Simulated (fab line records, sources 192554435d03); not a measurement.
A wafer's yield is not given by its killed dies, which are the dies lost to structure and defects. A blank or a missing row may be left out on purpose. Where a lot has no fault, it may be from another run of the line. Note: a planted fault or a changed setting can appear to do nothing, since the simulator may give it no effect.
Matching of chambers	flow n5-finfet	3 sister chambers for N5_BEOL_M6_CURE_75 on uv-cure-02
The step cures SiCOH lowk, time 120 s. 20 wafers are shown with their chamber, then 10 later ones without.

== WAFERS, EACH WITH ITS CHAMBER ==
wafer	chamber	lamp-power-pct (%)	wafer_temp_C_max
L079.1	0	52.29	372.0
L079.2	0	52.28	372.2
L079.4	0	52.34	371.8
L080.3	0	52.30	371.8
L080.5	0	52.27	371.5
L080.6	0	52.41	371.3
L082.1	2	52.31	372.8
L082.3	2	52.42	371.5
L082.4	2	52.25	371.7
L084.2	0	52.32	372.2
L084.4	0	52.36	371.4
L084.6	0	52.40	372.1
L085.1	2	52.23	371.6
L085.2	2	52.23	371.7
L085.3	2	52.26	371.8
L085.4	2	52.35	371.4
L085.5	2	52.35	371.2
L085.6	2	52.29	371.9
L088.2	1	52.24	372.2
L088.3	1	52.30	371.9

SIGNATURES (averages over the wafers above)
reading	chamber 0	chamber 1	chamber 2	scatter within a chamber
lamp-power-pct	52.3300	52.2700	52.2989	0.0575
wafer_temp_C_max	371.811	372.050	371.733	0.394
Rule: for each reading, subtract the chamber's mean from the wafer's reading, divide by that reading's scatter and square the result; add these up over the readings and take the root, which gives the wafer's distance from the chamber. The wafer belongs to the nearest chamber; if the next one is less than 2 further off, it can't be placed. How the scatter is found: for the shown wafers, subtract from each reading the mean of its chamber, square and add these, divide the total by (wafers less chambers), then take the root.

== WAFERS WITH NO CHAMBER GIVEN ==
wafer	lamp-power-pct (%)	wafer_temp_C_max
L088.5	52.40	373.6
L093.2	52.37	371.9
L093.4	52.37	371.4
L093.6	52.21	371.4
L094.2	52.30	372.3
L094.5	52.20	372.7
L094.6	52.36	371.5
L095.2	52.35	371.9
L095.5	52.26	371.9
L095.6	52.35	371.6

== WHICH CHAMBER EACH ONE RAN IN ==
wafer	from the rows above	in truth
L088.5	can't be placed: 1 or 0 or 2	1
L093.2	can't be placed: 0 or 2 or 1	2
L093.4	can't be placed: 0 or 2 or 1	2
L093.6	can't be placed: 2 or 1 or 0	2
L094.2	can't be placed: 1 or 0 or 2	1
L094.5	can't be placed: 1 or 2 or 0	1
L094.6	can't be placed: 0 or 2 or 1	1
L095.2	can't be placed: 0 or 2 or 1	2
L095.5	can't be placed: 1 or 2 or 0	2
L095.6	can't be placed: 0 or 2 or 1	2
Correctly placed: 0 of 10. These rows do not allow placing 10 (true chamber among the candidates in 10). Placed wrongly: 0.
